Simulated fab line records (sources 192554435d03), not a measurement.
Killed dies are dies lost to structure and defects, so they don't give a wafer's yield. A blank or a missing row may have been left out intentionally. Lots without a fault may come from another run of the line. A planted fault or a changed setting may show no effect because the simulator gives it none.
fab line records ; flow n5_finfet
[record] lots = 14; wafers = 42; last_day = 17
route steps=1938 shown BEOL_M0_SAQP@663 BEOL_M4@1111
lots with no fault: from the same line, run without faults
start_h: start of the lot's first displayed wafer, in hours after the record's first day ; wait_h: hours elapsed since this lot's preceding step ; " identical to the entry in the row above ; L1.1+2: several wafers, shown together as one row ; - value missing, or start not given ; * or withheld: withheld ; < > ~ a bound
route shown NAME@n: names a module that has steps shown in the file, with the first one's number in the route ; usual: mean/standard deviation taken from wafers without a fault ; same: alike in all rows ; chamber/n: place in a boat ; sites: each site's reading ; _std_site: standard deviation of those values ; _edge_site: outer sites' mean less inner sites' ; radius_mm: how far each site lies from the wafer's centre ; mask NAME#n: copy n ; behind: the most recent tool/chamber to have shaped the wafer ; hold: why the lot was held/for how many hours/how that ended ; device: which transistor (n, p or np) failed to switch ; end of line: the tests these same wafers got at the end of their route ; a step without rows: its recipe alone ; killed: not the wafer's yield, but the dies lost to structure and defects at the first sort ; map: per-die view of a wafer (x killed, . not killed, _ where there is no die)
set.NAME: the setting the step ran with; set.NAME@STEP: the setting that earlier step ran with ; model.NAME: the simulator's own value behind a step, which no gauge read
steps of the route over a sample of lots; a table a step, a row a wafer
services: when a tool's chamber went out of use (start_h, in hours from the record's first day, below 0 if earlier), for how many hours, and the reason
[[steps]]
[step N5_BEOL_M0_SAQP_SPACER1_ALD_98]
[recipe] material = SiO2; target_thk_a = 128; temp_c = 300; ald_precursor_family = BDEAS; ald_co_reactant = O2-plasma; pulse_time_s = 1; purge_time_s = 2; co_reactant_purge_time_s = 2; ald_cycles = 138; pressure_torr = 2
[usual] chamber_pressure_Torr = 1.999/0.0044; heater_power_w = 481/58; precursor_pulse_height_rel = 1.002/0.02
[same] ald_cycles = 138
lot.wafer;tool;chamber;start_h;wait_h;chamber_pressure_Torr;heater_power_w;precursor_pulse_height_rel
L792.1;ald_sin-02;2;119.73;0.3;2.004;430;0.992
L792.3;ald_sin-02;3;119.73;0.3;1.999;594;0.991
L792.5;ald_sin-02;2;119.73;0.3;2.007;448;1.001
L793.1;ald_sin-01;1;123.21;0.3;2.004;507;1.003
L793.4;ald_sin-01;0;123.21;0.3;1.993;414;1.006
L793.6;ald_sin-01;3;123.21;0.3;1.992;491;0.975
L797.2;ald_sin-03;1;146.97;0.3;2.005;475;0.989
L797.3;ald_sin-03;2;146.97;0.3;2.009;519;1.031
L797.4;ald_sin-03;0;146.97;0.3;1.994;466;1.023
L798.2;ald_sin-01;1;150.40;0.5;1.998;495;0.979
L798.4;ald_sin-01;0;150.40;0.5;2.003;434;1.024
L798.5;ald_sin-01;3;150.40;0.5;1.993;490;1.016
L799.1;ald_sin-03;1;156.38;0.3;1.998;476;1.004
L799.3;ald_sin-03;0;156.38;0.3;1.990;484;0.961
L799.6;ald_sin-03;3;156.38;0.3;2.000;477;0.980
L804.1;ald_sin-03;0;188.14;4.4;1.992;469;0.992
L804.3;ald_sin-03;3;188.14;4.4;1.998;476;0.992
L804.5;ald_sin-03;0;188.14;4.4;1.995;478;0.965
L805.1;ald_sin-02;0;199.80;0.3;2.004;495;1.008
L805.2;ald_sin-02;2;199.80;0.3;2.001;445;1.018
L805.4;ald_sin-02;1;199.80;0.3;2.000;391;0.996
L807.2;ald_sin-03;2;211.30;0.3;2.004;520;1.007
L807.3;ald_sin-03;0;211.30;0.3;2.001;464;0.992
L807.4;ald_sin-03;3;211.30;0.3;1.998;481;1.016
L808.3;ald_sin-02;3;214.03;0.1;1.999;581;1.036
L808.4;ald_sin-02;1;214.03;0.1;2.008;385;1.008
L808.6;ald_sin-02;0;214.03;0.1;2.006;491;1.030
L809.1;ald_sin-02;2;218.04;0.3;2.004;443;0.986
L809.2;ald_sin-02;3;218.04;0.3;2.002;608;1.021
L809.5;ald_sin-02;3;218.04;0.3;2.001;614;1.007
L810.4;ald_sin-02;2;220.25;0.3;1.997;430;0.958
L810.5;ald_sin-02;2;220.25;0.3;1.994;437;1.013
L810.6;ald_sin-02;1;220.25;0.3;1.990;399;0.990
L811.2;ald_sin-01;1;232.11;0.3;1.997;475;1.005
L811.3;ald_sin-01;3;232.11;0.3;2.000;454;0.992
L811.4;ald_sin-01;0;232.11;0.3;1.991;430;1.016
L812.1;ald_sin-03;0;236.23;0.3;1.995;482;0.989
L812.4;ald_sin-03;2;236.23;0.3;1.992;512;0.995
L812.5;ald_sin-03;3;236.23;0.3;2.002;484;0.990
L813.1;ald_sin-02;0;241.49;0.3;2.000;488;1.043
L813.2;ald_sin-02;3;241.49;0.3;1.995;603;1.026
L813.6;ald_sin-02;1;241.49;0.3;1.999;400;1.017
[step N5_BEOL_M0_SAQP_MANDREL1_REMOVE_100]
[recipe] chemistry = HBr/Cl2/O2; bt_time_s = 10; target = a-Si; stop_on = SiNx; endpoint = OES-SiCl; over_etch_frac = 0.85; icp_w = 600; bias_w = 30; HBr_flow_sccm = 150; Cl2_flow_sccm = 80; O2_flow_sccm = 5; pressure_mtorr = 10
[usual] drypump_motor_current_A = 6.0/0.39; oes_product_au = 1.005/0.023; throttle_valve_pct = 36.6/0.33
lot.wafer;tool;chamber;start_h;wait_h;drypump_motor_current_A;oes_product_au;rf_hours_counter_h;throttle_valve_pct
L792.1;rie_si-04;3;120.29;0.1;5.9;1.015;54;36.6
L792.3;rie_si-04;2;120.29;0.1;6.7;0.970;8;36.7
L792.5;rie_si-04;1;120.29;0.1;5.7;1.030;-;36.6
L793.1;rie_si-04;2;123.99;0.1;6.7;0.977;8;36.7
L793.4;rie_si-04;1;123.99;0.1;5.7;1.046;183;36.6
L793.6;rie_si-04;2;123.99;0.1;6.7;0.967;-;36.6
L797.2;rie_si-06;1;147.53;0.1;5.5;1.021;14;36.3
L797.3;rie_si-06;0;147.53;0.1;6.3;0.992;3;36.3
L797.4;rie_si-06;3;147.53;0.1;5.5;1.016;188;37.3
L798.2;rie_si-05;1;150.99;0.1;6.4;0.980;115;36.0
L798.4;rie_si-05;0;150.99;0.1;6.1;1.007;2;36.3
L798.5;rie_si-05;1;150.99;0.1;6.4;0.985;-;36.0
L799.1;rie_si-04;0;157.04;0.1;6.2;0.979;188;37.0
L799.3;rie_si-04;2;157.04;0.1;6.7;0.967;9;36.6
L799.6;rie_si-04;2;157.04;0.1;6.7;0.966;-;36.6
L804.1;rie_si-06;3;188.70;0.1;5.5;1.014;189;37.3
L804.3;rie_si-06;1;188.70;0.1;5.5;1.024;14;36.3
L804.5;rie_si-06;2;188.70;0.1;5.9;0.985;-;37.0
L805.1;rie_si-04;2;200.36;0.1;6.7;0.977;10;36.7
L805.2;rie_si-04;0;200.36;0.1;6.2;0.992;189;37.0
L805.4;rie_si-04;3;200.36;0.1;5.9;1.037;56;36.6
L807.2;rie_si-04;3;211.86;0.1;5.9;1.020;56;36.6
L807.3;rie_si-04;2;211.86;0.1;6.7;0.975;10;36.6
L807.4;rie_si-04;3;211.86;0.1;5.9;1.035;-;36.6
L808.3;rie_si-06;2;214.60;0.1;5.8;0.984;5;37.0
L808.4;rie_si-06;2;214.60;0.1;5.8;0.992;-;37.0
L808.6;rie_si-06;1;214.60;0.1;5.5;1.023;-;36.3
L809.1;rie_si-05;2;218.60;0.1;5.7;1.021;115;36.2
L809.2;rie_si-05;0;218.60;0.1;6.1;1.022;3;36.3
L809.5;rie_si-05;3;218.60;0.1;6.2;0.986;-;36.8
L810.4;rie_si-06;1;220.85;0.1;5.5;1.036;-;36.3
L810.5;rie_si-06;2;220.85;0.1;5.8;0.998;-;37.0
L810.6;rie_si-06;0;220.85;0.1;6.3;0.992;-;36.3
L811.2;rie_si-06;3;232.67;0.1;5.5;1.012;0;37.0
L811.3;rie_si-06;0;232.67;0.1;6.4;0.983;5;36.3
L811.4;rie_si-06;1;232.67;0.1;5.5;1.024;15;36.3
L812.1;rie_si-05;1;236.79;0.1;6.5;0.976;117;36.0
L812.4;rie_si-05;0;236.79;0.1;6.1;1.019;3;36.3
L812.5;rie_si-05;1;236.79;0.1;6.4;0.993;-;36.0
L813.1;rie_si-06;3;242.10;0.1;5.5;1.012;0;37.0
L813.2;rie_si-06;1;242.10;0.1;5.5;1.020;15;36.3
L813.6;rie_si-06;2;242.10;0.1;5.9;0.997;-;37.0
[step N5_BEOL_M0_SAQP_STRIP_108]
[recipe] chemistry = N2/H2; power_w = 500; temp_c = 40; pressure_mtorr = 50; rf_frequency_hz = 6e+07; overash_fraction = 0.3; bias_power_w = 28; h2_frac = 0.5; n2_flow_sccm = 300; h2_flow_sccm = 300
[usual] bias_power_w = 28.00/0.081; drypump_motor_current_A = 5.9/0.37; oes_product_au = 0.76/0.065; rf_vpp_V = 121.9/0.89; showerhead_plenum_p_Torr = 3.37/0.096; throttle_valve_pct = 19.0/0.31
lot.wafer;tool;chamber;start_h;wait_h;bias_power_w;drypump_motor_current_A;oes_product_au;rf_hours_counter_h;rf_vpp_V;showerhead_plenum_p_Torr;throttle_valve_pct
L792.1;rie_diel-05;3;121.23;0.0;28.01;6.1;0.80;81;121.4;3.24;18.3
L792.3;rie_diel-05;1;121.23;0.0;27.98;6.3;0.69;213;123.4;3.47;19.0
L792.5;rie_diel-05;1;121.23;0.0;27.94;6.3;0.68;-;123.5;3.47;19.0
L793.1;rie_diel-05;1;125.04;0.0;28.03;6.3;0.69;214;122.6;3.47;19.0
L793.4;rie_diel-05;0;125.04;0.0;28.04;6.1;0.86;48;122.0;3.40;19.1
L793.6;rie_diel-05;0;125.04;0.0;28.06;6.1;0.86;-;122.9;3.40;19.1
L797.2;rie_diel-02;2;148.47;0.0;28.12;6.3;0.74;160;122.3;3.49;19.0
L797.3;rie_diel-02;0;148.47;0.0;28.10;5.8;0.74;196;120.7;3.33;19.2
L797.4;rie_diel-02;3;148.47;0.0;27.97;5.9;0.72;217;121.6;3.32;19.2
L798.2;rie_diel-02;1;151.92;0.0;27.88;6.0;0.79;103;123.0;3.25;19.4
L798.4;rie_diel-02;3;151.92;0.0;28.07;5.8;0.72;218;121.2;3.32;19.2
L798.5;rie_diel-02;1;151.92;0.0;27.97;6.1;0.78;-;122.3;3.25;19.4
L799.1;rie_diel-05;3;158.04;0.0;27.93;6.1;0.80;91;120.5;3.23;18.4
L799.3;rie_diel-05;2;158.04;0.0;28.14;5.3;0.72;181;123.7;3.50;18.8
L799.6;rie_diel-05;2;158.04;0.0;28.19;5.3;0.72;-;121.8;3.50;18.8
L804.1;rie_diel-02;3;189.62;0.0;28.03;5.8;0.72;226;122.5;3.32;19.2
L804.3;rie_diel-02;1;189.62;0.0;27.97;6.0;0.77;116;121.2;3.25;19.4
L804.5;rie_diel-02;1;189.62;0.0;28.00;6.0;0.77;-;121.1;3.25;19.4
L805.1;rie_diel-04;2;201.42;0.0;28.07;6.2;0.75;165;122.4;3.34;18.8
L805.2;rie_diel-04;0;201.42;0.0;27.92;5.2;0.71;200;121.1;3.21;18.8
L805.4;rie_diel-04;0;201.42;0.0;28.01;5.3;0.71;-;121.1;3.21;18.8
L807.2;rie_diel-04;0;212.83;0.0;27.95;5.2;0.72;204;120.3;3.20;18.8
L807.3;rie_diel-04;2;212.83;0.0;27.94;6.2;0.74;170;121.7;3.34;18.9
L807.4;rie_diel-04;1;212.83;0.0;27.92;5.2;0.87;49;121.5;3.42;18.7
L808.3;rie_diel-02;2;215.69;0.0;28.04;6.3;0.72;181;120.8;3.47;19.0
L808.4;rie_diel-02;1;215.69;0.0;27.90;6.0;0.77;124;121.0;3.24;19.5
L808.6;rie_diel-02;0;215.69;0.0;27.99;5.8;0.74;-;123.0;3.32;19.2
L809.1;rie_diel-05;2;219.52;0.0;27.91;5.3;0.71;198;123.4;3.49;18.8
L809.2;rie_diel-05;1;219.52;0.0;28.01;6.3;0.68;236;122.2;3.46;19.1
L809.5;rie_diel-05;3;219.52;0.0;28.00;6.1;0.78;-;121.9;3.22;18.4
L810.4;rie_diel-05;3;221.73;0.0;27.78;6.1;0.78;111;122.2;3.22;18.4
L810.5;rie_diel-05;3;221.73;0.0;27.96;6.1;0.77;-;121.7;3.22;18.4
L810.6;rie_diel-05;2;221.73;0.0;27.88;5.3;0.70;-;122.3;3.49;18.8
L811.2;rie_diel-02;1;233.59;0.0;28.09;6.0;0.76;129;121.7;3.24;19.5
L811.3;rie_diel-02;2;233.59;0.0;28.03;6.3;0.72;186;122.4;3.47;19.0
L811.4;rie_diel-02;0;233.59;0.0;28.04;5.8;0.72;223;121.9;3.31;19.2
L812.1;rie_diel-05;3;237.70;0.0;27.96;6.1;0.77;116;120.9;3.22;18.4
L812.4;rie_diel-05;0;237.70;0.0;27.94;6.1;0.81;83;122.5;3.38;19.1
L812.5;rie_diel-05;3;237.70;0.0;28.03;6.1;0.77;-;121.6;3.22;18.4
L813.1;rie_diel-02;3;243.15;0.0;28.04;5.8;0.70;242;122.4;3.31;19.2
L813.2;rie_diel-02;2;243.15;0.0;28.09;6.3;0.71;188;122.6;3.47;19.1
L813.6;rie_diel-02;0;243.15;0.0;28.09;5.8;0.73;-;120.6;3.31;19.2
[step N5_BEOL_M0_SAQP_SPACER2_ALD_26]
[recipe] material = SiO2; target_thk_a = 150; temp_c = 300; ald_precursor_family = BDEAS; ald_co_reactant = O2-plasma; pulse_time_s = 1; purge_time_s = 2; co_reactant_purge_time_s = 2; pressure_torr = 2
[usual] chamber_pressure_Torr = 1.999/0.0047; co_reactant_purge_time_s = 2/0; heater_power_w = 480/59; precursor_pulse_height_rel = 0.998/0.02
lot.wafer;tool;chamber;start_h;wait_h;chamber_pressure_Torr;co_reactant_purge_time_s;heater_power_w;precursor_pulse_height_rel
L792.1;ald_sin-01;0;121.53;0.1;2.008;2;435;0.998
L792.3;ald_sin-01;3;121.53;0.1;2.000;2;483;1.006
L792.5;ald_sin-01;2;121.53;0.1;1.998;2;605;1.021
L793.1;ald_sin-03;0;125.25;0.1;1.994;2;470;1.010
L793.4;ald_sin-03;3;125.25;0.1;1.998;2;471;1.020
L793.6;ald_sin-03;1;125.25;0.1;2.004;2;478;1.020
L797.2;ald_sin-02;3;148.72;0.2;1.999;2;598;0.977
L797.3;ald_sin-02;0;148.72;0.2;1.996;2;491;0.986
L797.4;ald_sin-02;1;148.72;0.2;1.993;2;389;0.998
L798.2;ald_sin-02;2;152.12;0.1;-;-;-;-
L798.4;ald_sin-02;3;152.12;0.1;-;-;-;-
L798.5;ald_sin-02;2;152.12;0.1;-;-;-;-
L799.1;ald_sin-01;3;158.55;0.4;-;-;-;-
L799.3;ald_sin-01;0;158.55;0.4;-;-;-;-
L799.6;ald_sin-01;2;158.55;0.4;-;-;-;-
L804.1;ald_sin-01;0;192.26;2.5;2.006;2;437;0.988
L804.3;ald_sin-01;1;192.26;2.5;1.995;2;469;0.973
L804.5;ald_sin-01;2;192.26;2.5;1.999;2;571;0.982
L805.1;ald_sin-02;1;201.63;0.1;2.002;2;380;1.009
L805.2;ald_sin-02;2;201.63;0.1;2.003;2;439;1.026
L805.4;ald_sin-02;3;201.63;0.1;2.000;2;578;1.026
L807.2;ald_sin-02;2;213.03;0.1;1.996;2;428;0.991
L807.3;ald_sin-02;0;213.03;0.1;1.998;2;489;0.970
L807.4;ald_sin-02;1;213.03;0.1;2.000;2;404;0.996
L808.3;ald_sin-02;3;217.19;1.4;1.995;2;601;0.999
L808.4;ald_sin-02;0;217.19;1.4;1.999;2;505;1.025
L808.6;ald_sin-02;2;217.19;1.4;1.995;2;442;1.007
L809.1;ald_sin-02;0;219.72;0.1;2.006;2;489;0.974
L809.2;ald_sin-02;1;219.72;0.1;1.997;2;396;1.030
L809.5;ald_sin-02;3;219.72;0.1;1.993;2;598;1.007
L810.4;ald_sin-02;0;222.10;0.2;2.002;2;501;1.031
L810.5;ald_sin-02;0;222.10;0.2;2.005;2;493;0.998
L810.6;ald_sin-02;1;222.10;0.2;1.999;2;390;0.996
L811.2;ald_sin-01;3;233.79;0.1;1.998;2;466;0.988
L811.3;ald_sin-01;0;233.79;0.1;2.002;2;441;1.026
L811.4;ald_sin-01;1;233.79;0.1;1.994;2;481;1.002
L812.1;ald_sin-03;0;237.91;0.1;1.996;2;472;1.007
L812.4;ald_sin-03;2;237.91;0.1;1.995;2;509;0.977
L812.5;ald_sin-03;2;237.91;0.1;1.998;2;523;0.986
L813.1;ald_sin-02;2;243.35;0.1;2.006;2;434;0.962
L813.2;ald_sin-02;0;243.35;0.1;1.998;2;495;0.972
L813.6;ald_sin-02;2;243.35;0.1;2.001;2;429;1.005
[step N5_BEOL_M0_SAQP_CD_MEAS_29]
[recipe] target_cd_nm = 14.4; landing_energy_ev = 1000; detector = se_inlens
[usual] cd_nm = 14.96/0.23
lot.wafer;tool;chamber;start_h;wait_h;cd_nm
L792.1;cd_sem-03;0;122.27;0.1;14.56
L792.3;cd_sem-03;0;122.27;0.1;15.36
L792.5;cd_sem-03;0;122.27;0.1;14.84
L793.1;cd_sem-01;0;126.00;0.1;15.05
L793.4;cd_sem-01;0;126.00;0.1;14.95
L793.6;cd_sem-01;0;126.00;0.1;14.76
L797.2;cd_sem-02;0;149.47;0.1;15.10
L797.3;cd_sem-02;0;149.47;0.1;14.85
L797.4;cd_sem-02;0;149.47;0.1;15.14
L798.2;cd_sem-01;0;152.87;0.1;-
L798.4;cd_sem-01;0;152.87;0.1;-
L798.5;cd_sem-01;0;152.87;0.1;-
L799.1;cd_sem-02;0;159.31;0.1;-
L799.3;cd_sem-02;0;159.31;0.1;-
L799.6;cd_sem-02;0;159.31;0.1;-
L804.1;cd_sem-03;0;193.01;0.1;14.46
L804.3;cd_sem-03;0;193.01;0.1;15.14
L804.5;cd_sem-03;0;193.01;0.1;14.73
L805.1;cd_sem-02;0;202.44;0.1;14.84
L805.2;cd_sem-02;0;202.44;0.1;14.84
L805.4;cd_sem-02;0;202.44;0.1;14.72
L807.2;cd_sem-03;0;213.78;0.1;14.88
L807.3;cd_sem-03;0;213.78;0.1;14.73
L807.4;cd_sem-03;0;213.78;0.1;15.21
L808.3;cd_sem-03;0;217.99;0.1;14.95
L808.4;cd_sem-03;0;217.99;0.1;14.76
L808.6;cd_sem-03;0;217.99;0.1;15.07
L809.1;cd_sem-03;0;220.47;0.1;15.36
L809.2;cd_sem-03;0;220.47;0.1;15.16
L809.5;cd_sem-03;0;220.47;0.1;14.77
L810.4;cd_sem-02;0;222.85;0.1;14.88
L810.5;cd_sem-02;0;222.85;0.1;14.97
L810.6;cd_sem-02;0;222.85;0.1;15.42
L811.2;cd_sem-03;0;234.54;0.1;14.81
L811.3;cd_sem-03;0;234.54;0.1;14.89
L811.4;cd_sem-03;0;234.54;0.1;14.95
L812.1;cd_sem-02;0;238.66;0.1;14.81
L812.4;cd_sem-02;0;238.66;0.1;15.09
L812.5;cd_sem-02;0;238.66;0.1;15.12
L813.1;cd_sem-01;0;244.10;0.1;15.19
L813.2;cd_sem-01;0;244.10;0.1;14.96
L813.6;cd_sem-01;0;244.10;0.1;15.21
[step N5_BEOL_M4_RC_MEAS_101]
[usual] DIBL_N = 36.3/1.7; DIBL_P = 36.5/1.8; IOFF_N = 0.16/0.033; IOFF_P = 0.21/0.037; ION_N = 675/11; ION_P = 462/7.9; SS_N = 71.6/0.64; SS_P = 73.3/0.68; VT_N = 249/3.3; VT_P = -250/3.3
lot.wafer;tool;chamber;start_h;wait_h;DIBL_N[mV/V];DIBL_P[mV/V];IOFF_N[nA/um];IOFF_P[nA/um];ION_N[uA/um];ION_P[uA/um];SS_N[mV/dec];SS_P[mV/dec];VT_N[mV];VT_P[mV]
L793.1;prober-01;0;175.39;0.0;37.0;37.9;0.16;0.23;674;464;71.5;73.7;249;-251
L793.4;prober-01;0;175.39;0.0;35.9;36.4;0.14;0.22;669;461;71.1;73.5;251;-250
L793.6;prober-01;0;175.39;0.0;36.4;36.4;0.14;0.21;675;471;71.3;73.1;251;-250
L792.1;prober-02;0;179.55;0.0;33.6;34.1;0.14;0.21;673;467;71.1;73.2;248;-248
L792.3;prober-02;0;179.55;0.0;36.4;37.0;0.18;0.25;679;468;72.3;73.4;250;-249
L792.5;prober-02;0;179.55;0.0;35.8;36.4;0.17;0.24;676;467;71.8;73.1;249;-246
L797.2;prober-01;0;202.29;0.2;37.3;38.4;0.18;0.24;680;466;72.3;72.8;247;-251
L797.3;prober-01;0;202.29;0.2;36.6;36.7;0.17;0.22;688;459;71.7;72.8;250;-253
L797.4;prober-01;0;202.29;0.2;37.0;37.8;0.17;0.24;676;465;72.3;73.0;249;-248
L804.1;prober-02;0;250.98;0.0;38.8;39.3;0.21;0.25;672;458;71.6;74.9;245;-249
L804.3;prober-02;0;250.98;0.0;36.4;34.7;0.15;0.17;665;448;71.3;72.5;253;-253
L804.5;prober-02;0;250.98;0.0;38.9;38.0;0.21;0.22;676;453;72.8;74.5;248;-250
L805.1;prober-01;0;253.69;0.0;35.8;36.1;0.17;0.27;673;471;71.4;73.0;247;-244
L805.2;prober-01;0;253.69;0.0;39.6;39.5;0.23;0.32;683;470;71.9;73.3;245;-241
L805.4;prober-01;0;253.69;0.0;36.3;36.7;0.17;0.27;690;478;71.5;72.8;247;-243
L807.2;prober-02;0;258.71;0.2;38.3;38.1;0.17;0.20;681;455;72.2;74.4;250;-254
L807.3;prober-02;0;258.71;0.2;37.4;36.6;0.15;0.19;660;457;72.0;73.6;252;-255
L807.4;prober-02;0;258.71;0.2;39.3;38.4;0.17;0.20;661;450;73.0;73.8;251;-253
L808.3;prober-02;0;264.16;0.3;37.3;35.4;0.16;0.22;675;466;71.4;72.8;247;-246
L808.4;prober-02;0;264.16;0.3;35.6;34.2;0.15;0.22;703;481;71.4;72.5;246;-244
L808.6;prober-02;0;264.16;0.3;35.4;34.3;0.14;0.21;677;469;71.2;72.8;249;-245
L810.4;prober-01;0;267.91;0.5;37.3;36.6;0.16;0.23;678;472;71.4;72.5;254;-245
L810.5;prober-01;0;267.91;0.5;36.3;35.8;0.15;0.22;662;460;71.4;73.4;253;-248
L810.6;prober-01;0;267.91;0.5;37.3;36.4;0.17;0.23;667;464;71.9;73.5;249;-247
L809.1;prober-02;0;270.29;0.0;37.0;38.3;0.22;0.22;705;462;72.0;73.2;243;-251
L809.2;prober-02;0;270.29;0.0;38.2;39.1;0.23;0.23;686;456;72.5;73.7;244;-248
L809.5;prober-02;0;270.29;0.0;37.9;38.9;0.24;0.23;683;458;72.2;73.6;240;-250
L811.2;prober-02;0;288.09;0.2;33.4;33.1;0.13;0.17;682;465;71.4;72.7;251;-254
L811.3;prober-02;0;288.09;0.2;35.3;34.8;0.16;0.19;677;462;71.3;73.6;247;-251
L811.4;prober-02;0;288.09;0.2;34.3;33.9;0.14;0.18;672;459;71.9;73.2;250;-252
L812.1;prober-02;0;291.64;0.0;40.0;40.9;0.28;0.27;717;475;72.9;74.6;241;-250
L812.4;prober-02;0;291.64;0.0;38.2;38.7;0.23;0.24;695;461;73.1;74.5;242;-249
L812.5;prober-02;0;291.64;0.0;37.6;37.9;0.21;0.22;687;459;71.7;73.4;245;-251
L813.1;prober-02;0;298.18;0.0;36.2;35.1;0.14;0.17;662;447;71.2;73.8;253;-251
L813.2;prober-02;0;298.18;0.0;37.3;36.3;0.16;0.18;677;458;72.1;73.9;249;-254
L813.6;prober-02;0;298.18;0.0;37.5;37.0;0.16;0.20;673;458;71.5;74.2;247;-253
[[services]]
tool;chamber;start_h;hours;kind
rie_diel-04;3;102.34;4.6;repair
rie_diel-02;2;104.30;10.3;repair
rie_diel-05;3;106.16;6.8;repair
ald_sin-01;3;124.75;5.7;repair
ald_sin-01;3;131.07;3.9;repair
ald_sin-01;1;137.73;1.7;repair
rie_diel-05;1;139.32;17.3;repair
rie_diel-02;3;143.02;4.5;repair
rie_diel-04;0;150.47;3.8;repair
ald_sin-02;1;152.03;4.5;repair
rie_diel-02;3;155.23;9.1;repair
rie_si-04;1;164.23;2.8;repair
ald_sin-01;1;169.45;5.0;repair
ald_sin-01;-;176.97;14.0;pm
rie_diel-04;2;180.80;8.5;repair
ald_sin-02;-;180.96;14.6;pm
rie_si-05;-;181.92;2.8;pm
rie_diel-02;-;189.99;2.8;pm
rie_si-06;1;199.66;4.8;repair
rie_si-04;-;201.07;0.4;repair
ald_sin-01;-;210.29;14.6;pm
ald_sin-02;-;215.38;0.4;repair
rie_diel-04;1;229.69;7.4;repair
ald_sin-02;-;233.36;0.5;repair
[[key]]
[first_sign] step = N5_BEOL_M0_SAQP_SPACER2_ALD_26; reading = tool_record; direction = missing
[effect] step = N5_BEOL_M0_SAQP_CD_MEAS_29; reading = cd_nm; direction = missing
met_at N5_BEOL_M0_SAQP_SPACER2_ALD_26
struck_lots L798,L799
later_rows_left_out L798.2,L798.4,L798.5,L799.1,L799.3,L799.6
sort_left_out L798.2,L798.4,L798.5,L799.1,L799.3,L799.6
not_acting_at N5_BEOL_M0_SAQP_SPACER1_ALD_98,N5_BEOL_M0_SAQP_MANDREL1_REMOVE_100,N5_BEOL_M0_SAQP_STRIP_108
onset_between 148.72 152.12
[fault] kind = skipped_step_whole; tool = ald_sin-01,ald_sin-02; chamber = -; onset_h = 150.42; steps = N5_BEOL_M0_SAQP_SPACER2_ALD_26; scope = struck_lots_only
// sort_left_out: the simulated sort isn't trusted on such a fault, so these wafers' sort isn't shown, and their yield isn't known
// later_rows_left_out: the simulator's readings of these wafers behind a module that went badly wrong aren't trusted and aren't shown, but for the sort
